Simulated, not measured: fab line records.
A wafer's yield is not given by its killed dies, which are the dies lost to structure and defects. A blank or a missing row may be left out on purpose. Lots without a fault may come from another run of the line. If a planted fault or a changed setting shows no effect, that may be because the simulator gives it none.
fab line records	flow n5-finfet
record lots=5	wafers=15	last-day=17
route steps=1938 shown BEOL_M1@782 BEOL_M4@1111 PASSIVATION@1936
lots that met no fault: from a run of the same line without faults
start-h: the number of hours between the record's first day and the start of the first shown wafer of the lot	wait-h: hours since the lot's step before	" unchanged from the row above	L1.1+2: a row that stands for several wafers	- no value, or no start was given	* or withheld: withheld	< > ~ a bound
route shown NAME@n: a module of which the file shows steps, and the number in the route of the first	usual: the fault-free wafers' mean and standard deviation	same: alike in all rows	chamber/n: place in a boat	sites: per-site readings	_std_site: how widely they spread, as a standard deviation	_edge_site: the outer-site mean with the inner-site mean subtracted	radius-mm: for every site, how far away it sits from the centre of the wafer	mask NAME#n: copy n	behind: the most recent tool/chamber to have shaped the wafer	hold: what put the lot on hold/how long, in hours/how the hold closed	device: the transistor (n, p or np) that didn't switch	end of line: the tests these same wafers got at the end of their route	step lacking rows: just its recipe	killed: dies that structure and defects cost at the first sort, which is not the same as the wafer's yield	map: a wafer's dies, x killed, . not, _ none there
set.NAME: the setting the step ran with; set.NAME@STEP: the setting that earlier step ran with	model.NAME: the simulator's own value behind a step, which no gauge read
certain route steps with their lots: each step a table, each wafer a row
services: a tool's chamber out of use, with start hour (start-h, from the record's first day; less than 0 if before it), hours out, and reason
## steps
# step N5_BEOL_M1_SOFTBAKE_23
# recipe temp-c=110	time-s=60	resist=CAR-EUV
# step N5_BEOL_M1_EXPOSE_25
# recipe mask-id=V0	na=0.33	source-shape=quasar	sigma-inner=0.2	sigma-outer=0.8	polarization=unpolarized	defocus-nm=5	target-cd-nm=24	dose-mj=63
# step N5_BEOL_M1_PEB_26
# recipe peb-temp-c=100	peb-time-s=60	resist=CAR-EUV
# step N5_BEOL_M1_DEVELOP_27
# recipe develop-time-s=30	developer=TMAH	resist=CAR-EUV	rinse-liquid=surfactant-rinse	dry=air-spin	dev-temp-c=23
# step N5_BEOL_M1_CD_MEAS_28
# recipe landing-energy-ev=500	detector=se-inlens	target-cd-y-nm=23.3
# usual cd-nm=24.00/0.23
lot.wafer	tool	chamber	start-h	wait-h	cd-nm
L422.1	cd-sem-01	0	129.17	-	24.10
L422.2	"	0	"	"	24.10
L422.5	"	0	"	"	24.31
L423.1	cd-sem-03	0	138.09	-	23.95
L423.2	"	0	"	"	24.40
L423.5	"	0	"	"	24.38
L426.2	cd-sem-03	0	157.43	-	23.99
L426.3	"	0	"	"	24.05
L426.5	"	0	"	"	24.15
L443.1	cd-sem-03	0	252.42	-	23.78
L443.5	"	0	"	"	23.64
L443.6	"	0	"	"	24.15
L444.2	cd-sem-03	0	259.89	-	24.17
L444.4	"	0	"	"	24.17
L444.5	"	0	"	"	24.16
# step N5_BEOL_M1_OVL_MEAS_29
# recipe points-per-wafer=522
# usual V0_OVL=0.0/0.65
lot.wafer	tool	chamber	start-h	wait-h	V0_OVL[nm]
L422.1	overlay-02	0	129.20	0.0	-0.1
L422.2	"	0	"	"	-0.3
L422.5	"	0	"	"	-0.9
L423.1	overlay-02	0	138.12	0.0	0.2
L423.2	"	0	"	"	-0.3
L423.5	"	0	"	"	0.3
L426.2	overlay-02	0	157.47	0.0	1.1
L426.3	"	0	"	"	-0.9
L426.5	"	0	"	"	-0.4
L443.1	overlay-01	0	252.45	0.0	-0.3
L443.5	"	0	"	"	-0.4
L443.6	"	0	"	"	0.7
L444.2	overlay-01	0	259.93	0.0	0.0
L444.4	"	0	"	"	-0.1
L444.5	"	0	"	"	0.2
# step N5_BEOL_M1_INSPECT_30
# recipe mode=adi	inspect-instrument=brightfield
# usual raw-defect-count=398/76
lot.wafer	tool	chamber	start-h	wait-h	raw-defect-count
L422.1	defect-inspect-02	-	129.25	0.1	509
L422.2	"	-	"	"	540
L422.5	"	-	"	"	466
L423.1	defect-inspect-02	-	138.18	0.1	368
L423.2	"	-	"	"	317
L423.5	"	-	"	"	243
L426.2	defect-inspect-02	-	157.52	0.0	423
L426.3	"	-	"	"	544
L426.5	"	-	"	"	404
L443.1	defect-inspect-01	-	252.51	0.1	404
L443.5	"	-	"	"	537
L443.6	"	-	"	"	306
L444.2	defect-inspect-01	-	259.98	0.0	416
L444.4	"	-	"	"	365
L444.5	"	-	"	"	476
# step N5_BEOL_M1_DESCUM_33
# recipe chemistry=O2	time-s=7	source-power-w=50	bias-power-w=20	pressure-mtorr=20	rf-frequency-hz=2.712e+07	temp-c=40	resist=CAR-EUV	o2-flow-sccm=225
# usual bias-power-w=20.00/0.057	drypump-motor-current-A=5.6/0.41	oes-product-au=0.82/0.069	rf-vpp-V=243.4/1.1	showerhead-plenum-p-Torr=2.10/0.049	throttle-valve-pct=20.44/0.26
lot.wafer	tool	chamber	start-h	wait-h	bias-power-w	drypump-motor-current-A	oes-product-au	rf-hours-counter-h	rf-vpp-V	showerhead-plenum-p-Torr	throttle-valve-pct
L422.1	rie-diel-05	1	129.29	0.0	20.04	5.9	0.89	27	242.5	2.03	20.03
L422.2	"	0	"	"	20.00	5.0	0.81	111	242.8	2.09	20.70
L422.5	"	1	"	"	19.95	5.8	0.89	-	243.5	2.03	20.03
L423.1	rie-diel-05	2	138.22	0.0	20.01	5.9	0.80	89	243.8	2.12	20.49
L423.2	"	0	"	"	20.06	5.0	0.80	114	244.6	2.09	20.71
L423.5	"	2	"	"	20.02	5.9	0.80	-	243.1	2.12	20.50
L426.2	rie-diel-05	1	157.55	0.0	20.04	5.8	0.88	35	243.0	2.02	20.05
L426.3	"	3	"	"	20.05	5.8	0.75	163	245.2	2.16	20.66
L426.5	"	0	"	"	20.03	5.0	0.80	-	244.2	2.09	20.72
L443.1	rie-diel-04	0	252.54	0.0	20.10	5.4	0.76	151	240.2	2.02	20.47
L443.5	"	3	"	"	19.95	5.4	0.88	-	243.9	2.14	20.40
L443.6	"	2	"	"	19.93	5.3	0.92	-	243.3	2.13	20.00
L444.2	rie-diel-02	3	260.01	0.0	20.08	5.7	0.66	270	242.0	2.06	20.91
L444.4	"	0	"	"	20.00	6.1	0.66	-	244.4	2.13	20.80
L444.5	"	3	"	"	20.09	5.7	0.66	-	244.2	2.06	20.90
# step N5_BEOL_M1_ETCH_77
# recipe chemistry=N2/H2	target=underlayer	target-depth-a=65	mask-material=CAR-EUV	time-s=5.2	ion-energy-ev=200	pressure-mtorr=30	source-w=840	bias-w=150	n2-flow-sccm=200	h2-flow-sccm=200	ends=cleared
# usual drypump-motor-current-A=5.6/0.41	etch-rf-on-time-s=5.17/0.12	h2-flow-sccm=200.0/0.57	oes-product-au=0.70/0.059	rf-fwd-power-W=819.7/2.4	rf-vpp-V=524.2/2	showerhead-plenum-p-Torr=2.56/0.059	throttle-valve-pct=17.9/0.31
lot.wafer	tool	chamber	start-h	wait-h	drypump-motor-current-A	etch-rf-on-time-s	h2-flow-sccm	oes-product-au	rf-fwd-power-W	rf-hours-counter-h	rf-vpp-V	showerhead-plenum-p-Torr	throttle-valve-pct
L422.1	rie-diel-05	1	129.32	0.0	5.8	5.10	199.4	0.77	819.0	27	522.0	2.48	17.5
L422.2	"	0	"	"	5.0	5.20	199.5	0.70	824.8	111	526.5	2.57	18.3
L422.5	"	1	"	"	5.9	5.11	198.7	0.75	820.3	-	521.0	2.48	17.5
L423.1	rie-diel-05	2	138.25	0.0	5.9	5.15	199.2	0.69	818.8	89	525.5	2.56	17.9
L423.2	"	0	"	"	5.0	5.28	200.3	0.68	821.6	114	523.8	2.57	18.3
L423.5	"	2	"	"	5.9	5.21	199.8	0.71	821.4	-	523.6	2.56	17.9
L426.2	rie-diel-05	1	157.59	0.0	5.8	5.18	199.5	0.75	821.1	35	521.7	2.48	17.5
L426.3	"	3	"	"	5.8	5.37	199.3	0.64	816.7	163	527.1	2.65	18.3
L426.5	"	0	"	"	5.0	5.22	200.9	0.69	821.3	-	523.5	2.56	18.3
L443.1	rie-diel-04	0	252.58	0.0	5.4	5.07	200.2	0.65	818.7	151	522.5	2.45	18.0
L443.5	"	3	"	"	5.4	5.15	201.0	0.74	817.0	-	523.9	2.58	17.7
L443.6	"	2	"	"	5.3	5.06	199.8	0.77	822.1	-	524.2	2.61	17.6
L444.2	rie-diel-02	3	260.05	0.0	5.7	5.16	200.4	0.57	823.7	270	523.5	2.51	18.4
L444.4	"	0	"	"	6.1	5.23	199.9	0.56	821.3	-	525.7	2.58	18.1
L444.5	"	3	"	"	5.7	5.14	200.5	0.58	820.7	-	522.2	2.51	18.4
# step N5_BEOL_M1_ETCH_69
# recipe chemistry=CF4	target=SiARC	target-depth-a=156	mask-material=CAR-EUV	time-s=26	ion-energy-ev=80	pressure-mtorr=40	source-w=545	bias-w=36	Ar_flow_sccm=100	cf4-flow-sccm=100	ends=cleared
# usual drypump-motor-current-A=5.6/0.41	etch-rf-on-time-s=25.8/0.59	oes-product-au=0.70/0.058	rf-fwd-power-W=532.3/2.1	rf-vpp-V=184.2/0.93	showerhead-plenum-p-Torr=2.16/0.045	throttle-valve-pct=15.65/0.26
lot.wafer	tool	chamber	start-h	wait-h	drypump-motor-current-A	etch-rf-on-time-s	oes-product-au	rf-fwd-power-W	rf-hours-counter-h	rf-vpp-V	showerhead-plenum-p-Torr	throttle-valve-pct
L422.1	rie-diel-05	1	129.34	0.0	5.8	25.9	0.75	533.6	27	183.3	2.11	15.39
L422.2	"	0	"	"	5.0	26.1	0.70	531.0	111	183.9	2.15	15.90
L422.5	"	1	"	"	5.8	26.0	0.75	535.0	-	183.3	2.11	15.38
L423.1	rie-diel-05	2	138.27	0.0	5.9	25.6	0.69	533.2	89	183.8	2.16	15.63
L423.2	"	0	"	"	5.0	25.9	0.69	528.7	114	183.8	2.15	15.92
L423.5	"	2	"	"	5.9	25.5	0.70	533.2	-	183.9	2.16	15.62
L426.2	rie-diel-05	1	157.60	0.0	5.8	26.3	0.74	535.0	35	183.0	2.11	15.40
L426.3	"	3	"	"	5.9	27.2	0.63	534.9	163	184.2	2.23	15.98
L426.5	"	0	"	"	5.0	26.5	0.68	530.7	-	183.2	2.15	15.92
L443.1	rie-diel-04	0	252.59	0.0	5.4	25.3	0.66	531.5	151	184.0	2.06	15.59
L443.5	"	3	"	"	5.4	25.5	0.74	529.2	-	184.5	2.17	15.40
L443.6	"	2	"	"	5.2	25.1	0.78	534.1	-	182.7	2.19	15.30
L444.2	rie-diel-02	3	260.06	0.0	5.7	26.1	0.57	533.9	270	183.1	2.09	16.02
L444.4	"	0	"	"	6.1	26.2	0.56	528.1	-	185.3	2.19	16.07
L444.5	"	3	"	"	5.7	26.1	0.57	537.0	-	183.6	2.09	16.03
# step N5_BEOL_M1_ALD_98
# recipe material=SiO2	target-thk-a=25	temp-c=100	ald-precursor-family=BDEAS	ald-co-reactant=O2-plasma	pulse-time-s=1	co-reactant-pulse-time-s=1	purge-time-s=2	co-reactant-purge-time-s=2	ald-cycles=17	pressure-torr=2
# usual heater-power-w=80/8.6	precursor-pulse-height-rel=1.002/0.021
# same co-reactant-pulse-time-s=1
lot.wafer	tool	chamber	start-h	wait-h	heater-power-w	precursor-pulse-height-rel
L422.1	ald-sin-03	0	129.42	0.1	81	1.071
L422.2	"	3	"	"	88	1.043
L422.5	"	1	"	"	88	1.034
L423.1	ald-sin-01	1	138.35	0.1	80	1.021
L423.2	"	2	"	"	77	1.020
L423.5	"	0	"	"	75	0.972
L426.2	ald-sin-03	2	158.78	1.1	64	1.010
L426.3	"	1	"	"	86	0.981
L426.5	"	2	"	"	61	1.003
L443.1	ald-sin-03	3	252.68	0.1	89	0.990
L443.5	"	0	"	"	80	1.031
L443.6	"	3	"	"	92	1.002
L444.2	ald-sin-04	0	260.55	0.5	77	1.001
L444.4	"	2	"	"	87	0.987
L444.5	"	0	"	"	74	0.999
# step N5_BEOL_M1_ETCHBACK_99
# recipe chemistry=CHF3	target=SiO2	target-depth-a=50	time-s=10.4	source-w=215	bias-w=47	Ar_flow_sccm=200	CHF3_flow_sccm=12	ion-energy-ev=100	pressure-mtorr=30
# usual drypump-motor-current-A=5.7/0.42	oes-product-au=0.79/0.078	rf-vpp-V=240/4.9	showerhead-plenum-p-Torr=2.16/0.06	throttle-valve-pct=17.23/0.27
lot.wafer	tool	chamber	start-h	wait-h	drypump-motor-current-A	oes-product-au	rf-hours-counter-h	rf-vpp-V	showerhead-plenum-p-Torr	throttle-valve-pct
L422.1	rie-diel-05	2	130.58	1.1	6.0	0.82	86	233	2.18	17.11
L422.2	"	3	"	"	5.8	0.76	155	245	2.26	17.53
L422.5	"	3	"	"	5.8	0.75	-	247	2.26	17.51
L423.1	rie-diel-05	2	139.17	0.8	5.9	0.80	89	235	2.18	17.11
L423.2	"	3	"	"	5.8	0.74	157	246	2.26	17.52
L423.5	"	3	"	"	5.8	0.74	-	244	2.26	17.50
L426.2	rie-diel-05	0	159.52	0.7	5.0	0.81	120	233	2.18	17.48
L426.3	"	3	"	"	5.8	0.74	163	246	2.26	17.54
L426.5	"	0	"	"	5.0	0.81	-	233	2.17	17.50
L443.1	rie-diel-04	0	257.44	4.7	5.4	0.77	151	235	2.07	17.07
L443.5	"	1	"	"	6.4	0.85	-	241	2.17	17.11
L443.6	"	0	"	"	5.4	0.77	-	234	2.07	17.07
L444.2	rie-diel-05	0	261.29	0.7	5.0	0.77	151	233	2.16	17.52
L444.4	"	2	"	"	5.9	0.78	126	235	2.17	17.16
L444.5	"	3	"	"	5.8	0.72	-	245	2.25	17.59
# step N5_BEOL_M1_ETCH_70
# recipe chemistry=N2/H2	target=SOC	target-depth-a=800	overetch-a=160	mask-material=SiARC	temp-c=40	time-s=120	ion-energy-ev=200	pressure-mtorr=30	source-w=840	bias-w=150	n2-flow-sccm=200	h2-flow-sccm=200
# usual drypump-motor-current-A=5.7/0.42	h2-flow-sccm=200.0/0.58	oes-product-au=0.60/0.056	rf-fwd-power-W=835.2/2.5	rf-vpp-V=524.2/2.1	showerhead-plenum-p-Torr=2.55/0.064	throttle-valve-pct=18.0/0.31
lot.wafer	tool	chamber	start-h	wait-h	drypump-motor-current-A	h2-flow-sccm	oes-product-au	rf-fwd-power-W	rf-hours-counter-h	rf-vpp-V	showerhead-plenum-p-Torr	throttle-valve-pct	model.SiARC_of_BEOL_M1_COAT_68.thk-nm
L422.1	rie-diel-05	2	130.62	0.0	5.9	199.6	0.62	836.6	86	525.0	2.56	17.8	6.4
L422.2	"	3	"	"	5.8	199.8	0.58	837.5	155	527.6	2.65	18.3	6.6
L422.5	"	3	"	"	5.9	199.7	0.59	834.6	-	527.3	2.65	18.3	6.6
L423.1	rie-diel-05	2	139.21	0.0	6.0	199.7	0.62	832.3	89	525.5	2.56	17.8	6.4
L423.2	"	3	"	"	5.9	200.3	0.58	835.3	157	525.6	2.65	18.3	6.6
L423.5	"	3	"	"	5.9	200.6	0.58	837.0	-	527.4	2.65	18.3	6.6
L426.2	rie-diel-05	0	159.56	0.0	5.0	199.5	0.62	839.7	120	524.1	2.56	18.3	6.6
L426.3	"	3	"	"	5.9	200.8	0.58	636.2	163	576.5	2.65	18.3	7.4
L426.5	"	0	"	"	5.0	199.5	0.62	835.2	-	522.7	2.56	18.2	6.6
L443.1	rie-diel-04	0	257.47	0.0	5.4	199.4	0.58	835.3	151	520.4	2.45	18.0	6.4
L443.5	"	1	"	"	6.5	200.3	0.64	832.6	-	524.0	2.56	17.8	6.4
L443.6	"	0	"	"	5.4	200.4	0.58	835.0	-	521.0	2.45	18.0	6.2
L444.2	rie-diel-05	0	261.33	0.0	5.0	199.3	0.60	835.6	151	524.8	2.55	18.3	6.6
L444.4	"	2	"	"	5.9	201.5	0.59	835.3	126	524.9	2.55	17.9	6.4
L444.5	"	3	"	"	5.9	200.8	0.56	834.3	-	526.2	2.63	18.3	6.6
# step N5_BEOL_M1_STRIP_71
# recipe chemistry=N2/H2	temp-c=40	n2-flow-sccm=200	h2-flow-sccm=200	rf-frequency-hz=6e+07
# step N5_BEOL_M1_STRIP_78
# recipe chemistry=N2/H2	temp-c=40	n2-flow-sccm=200	h2-flow-sccm=200	rf-frequency-hz=6e+07
# step N5_BEOL_M1_VIA_ETCH_34
# recipe chemistry=C4F6/O2	target-depth-a=678	mask-material=SOC	pressure-mtorr=15	ion-energy-ev=250	taper-deg=4	time-s=64.4	source-w=350	bias-w=170	Ar_flow_sccm=300	C4F6_flow_sccm=10	O2_flow_sccm=10
# usual drypump-motor-current-A=5.7/0.42	oes-product-au=0.79/0.078	rf-fwd-power-W=346.9/1.2	rf-vpp-V=663/13	showerhead-plenum-p-Torr=2.86/0.076	throttle-valve-pct=31.0/0.31
lot.wafer	tool	chamber	start-h	wait-h	drypump-motor-current-A	oes-product-au	rf-fwd-power-W	rf-hours-counter-h	rf-vpp-V	showerhead-plenum-p-Torr	throttle-valve-pct	model.BEOL_M1.cd-nm
L422.1	rie-diel-05	2	130.72	0.0	6.0	0.81	346.8	86	648	2.88	30.9	17.8
L422.2	"	3	"	"	5.8	0.75	347.7	155	677	2.98	31.4	17.8
L422.5	"	3	"	"	5.8	0.75	348.2	-	680	2.98	31.4	18
L423.1	rie-diel-05	2	139.31	0.0	5.9	0.81	345.4	89	649	2.88	30.9	17.8
L423.2	"	3	"	"	5.8	0.75	347.2	157	677	2.98	31.4	17.8
L423.5	"	3	"	"	5.8	0.75	345.0	-	679	2.98	31.4	18.2
L426.2	rie-diel-05	0	159.66	0.0	5.0	0.80	348.4	120	642	2.87	31.4	18.2
L426.3	"	3	"	"	5.8	0.74	347.2	163	678	2.98	31.4	17.4
L426.5	"	0	"	"	5.0	0.80	346.6	-	643	2.87	31.4	18.2
L443.1	rie-diel-04	0	257.57	0.0	5.4	0.76	346.5	151	649	2.74	30.8	18.4
L443.5	"	1	"	"	6.4	0.86	347.1	-	664	2.86	30.8	18
L443.6	"	0	"	"	5.4	0.76	348.7	-	650	2.74	30.8	18
L444.2	rie-diel-05	0	261.43	0.0	4.9	0.77	348.6	151	643	2.86	31.4	17.8
L444.4	"	2	"	"	5.9	0.77	346.5	126	647	2.86	31.0	17.4
L444.5	"	3	"	"	5.9	0.72	347.5	-	677	2.96	31.4	17.6
# step N5_BEOL_M1_STRIP_83
# recipe chemistry=C4F6/O2	resist=SiARC	rf-frequency-hz=6e+07
# step N5_BEOL_M4_RC_MEAS_101
# usual DIBL_N=37.2/1.8	DIBL_P=37.5/2.5	IOFF_N=0.17/0.038	IOFF_P=0.24/0.046	ION_N=681/13	ION_P=469/8.5	SS_N=71.7/0.6	SS_P=73.6/0.69	VT_N=249/3.4	VT_P=-248/3.6
lot.wafer	tool	chamber	start-h	wait-h	DIBL_N[mV/V]	DIBL_P[mV/V]	IOFF_N[nA/um]	IOFF_P[nA/um]	ION_N[uA/um]	ION_P[uA/um]	SS_N[mV/dec]	SS_P[mV/dec]	VT_N[mV]	VT_P[mV]
L422.1	prober-02	0	166.84	0.0	34.9	35.0	0.14	0.21	667	464	71.5	73.3	255	-248
L422.2	"	0	"	"	35.6	35.5	0.15	0.21	682	466	71.7	73.0	251	-249
L422.5	"	0	"	"	32.6	31.4	0.10	0.16	655	454	70.3	72.6	256	-253
L423.1	prober-01	0	186.72	0.0	38.5	41.5	0.19	0.30	678	472	72.8	74.3	249	-245
L423.2	"	0	"	"	38.7	41.4	0.21	0.32	701	480	72.2	74.5	245	-243
L423.5	"	0	"	"	39.0	41.1	0.21	0.31	681	472	72.3	74.0	245	-242
L426.2	prober-01	0	205.76	0.2	37.6	37.8	0.19	0.32	684	480	71.8	74.3	248	-240
L426.3	"	0	"	"	35.5	35.3	0.15	0.26	677	477	71.1	73.3	249	-244
L426.5	"	0	"	"	37.1	38.4	0.18	0.31	697	493	71.3	74.4	249	-241
L443.1	prober-01	0	295.26	0.0	32.8	32.0	0.11	0.16	665	466	70.5	72.1	256	-252
L443.5	"	0	"	"	37.1	37.5	0.18	0.24	685	470	71.8	73.7	249	-249
L443.6	"	0	"	"	36.1	36.4	0.16	0.22	682	470	71.8	72.9	252	-245
L444.2	prober-02	0	298.54	0.2	35.9	35.8	0.14	0.22	668	462	72.0	74.1	253	-250
L444.4	"	0	"	"	35.2	34.7	0.13	0.19	667	463	71.9	72.3	252	-253
L444.5	"	0	"	"	35.5	35.1	0.13	0.20	670	457	71.6	72.6	252	-249
# step N5_PASSIVATION_PROBE_49
# usual defect-limited-yield=91.2/1.4	killed_at_M0_to_M3=32/10	killed_at_M4_up=14/6.2	killed-at-contacts=12/6.3	killed-at-front-end=42/13	killed-at-other=4/3.4	killed-dies=104/17	killed-open=67/12	killed-short=34/8.1	sort_bin_5_function=5.2/0.93	sort_bin_6_memory=3.2/0.65	sort-n-pass=1075/16	sort-yield-pct=91.1/1.4
# same gross-dies=1180	killed-at-back-side=0	sort_bin_4_leakage[%]=0	sort_bin_8_speed[%]=0
lot.wafer	tool	chamber	start-h	wait-h	defect-limited-yield[%]	killed_at_M0_to_M3	killed_at_M4_up	killed-at-contacts	killed-at-front-end	killed-at-other	killed-dies	killed-open	killed-short	sort_bin_5_function[%]	sort_bin_6_memory[%]	sort-n-pass	sort-yield-pct[%]
L426.2	prober-01	-	309.21	0.1	90.5	41	12	7	50	2	112	62	37	5.4	2.9	1068	90.5
# killed by level:class
L426.2 BEOL_M0_SAQP:geometric-particle:short=14 HKMG_FIN:area-etch=12 BEOL_M0_SAQP:geometric-particle:open=10 STI_FIN_REVEAL:geometric-particle:open=8 FIN_SAQP:geometric-particle:open=7 FIN_SAQP:geometric-particle:short=7 BEOL_M1:geometric-particle:open=7 MOL_CONTACT_COAG:geometric-particle:open=6
## services
tool	chamber	start-h	hours	kind
ald-sin-03	-	120.12	2.8	pm
rie-diel-04	2	157.48	-	clean
rie-diel-04	2	157.48	-	consumable-replace:focus-ring
rie-diel-04	2	157.48	18.5	scheduled-down
rie-diel-04	2	157.48	18.5	vent-cycle
ald-sin-04	3	157.58	8.0	repair
ald-sin-04	-	166.81	0.6	repair
ald-sin-01	-	178.92	14.0	pm
ald-sin-01	0	178.92	14.0	vent-cycle
rie-diel-05	1	190.32	5.2	repair
ald-sin-04	2	215.27	2.6	repair
ald-sin-04	-	215.98	0.7	repair
ald-sin-03	-	225.07	0.7	repair
rie-diel-05	2	233.75	3.4	repair
ald-sin-01	0	247.53	35.2	repair
ald-sin-04	-	247.59	0.9	repair
ald-sin-03	2	253.59	8.1	repair
rie-diel-02	1	255.03	-	clean
rie-diel-02	1	255.03	-	consumable-replace:focus-ring
rie-diel-02	1	255.03	-	consumable-replace:showerhead
rie-diel-02	1	255.03	15.8	scheduled-down
rie-diel-02	1	255.03	15.8	vent-cycle
rie-diel-02	-	256.05	0.7	repair
rie-diel-02	0	260.26	18.6	repair
## key
first-sign step=N5_BEOL_M1_ETCH_70	reading=rf-fwd-power-W	direction=down	sigmas=78	usual=*	struck=*
effect step=N5_BEOL_M1_ETCH_70	reading=rf-vpp-V	direction=up	sigmas=24	usual=524.2	struck=576.5
model-effect step=N5_BEOL_M1_ETCH_70	value=SiARC_of_BEOL_M1_COAT_68.thk-nm	without=6.6	struck=7.4
model-effect step=N5_BEOL_M1_VIA_ETCH_34	value=BEOL_M1.cd-nm	without=18	struck=17.4
met-at N5_BEOL_M1_ETCH_70
struck-wafers L426.3
baseline-loss step=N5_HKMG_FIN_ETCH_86	wafers=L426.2
onset-between 139.21 159.56
fault kind=process-parameter-drift	tool=rie-diel-05	chamber=3	onset-h=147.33	steps=N5_BEOL_M1_ETCH_70	channel=source-w	offset=-201.6	shape=step	end-h=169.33	acts-in=these-recipes-only	stated=840
# baseline-loss: these wafers lose ten dies or more at that step, a loss of the line's own and not of a fault; the sort's usual values leave them out
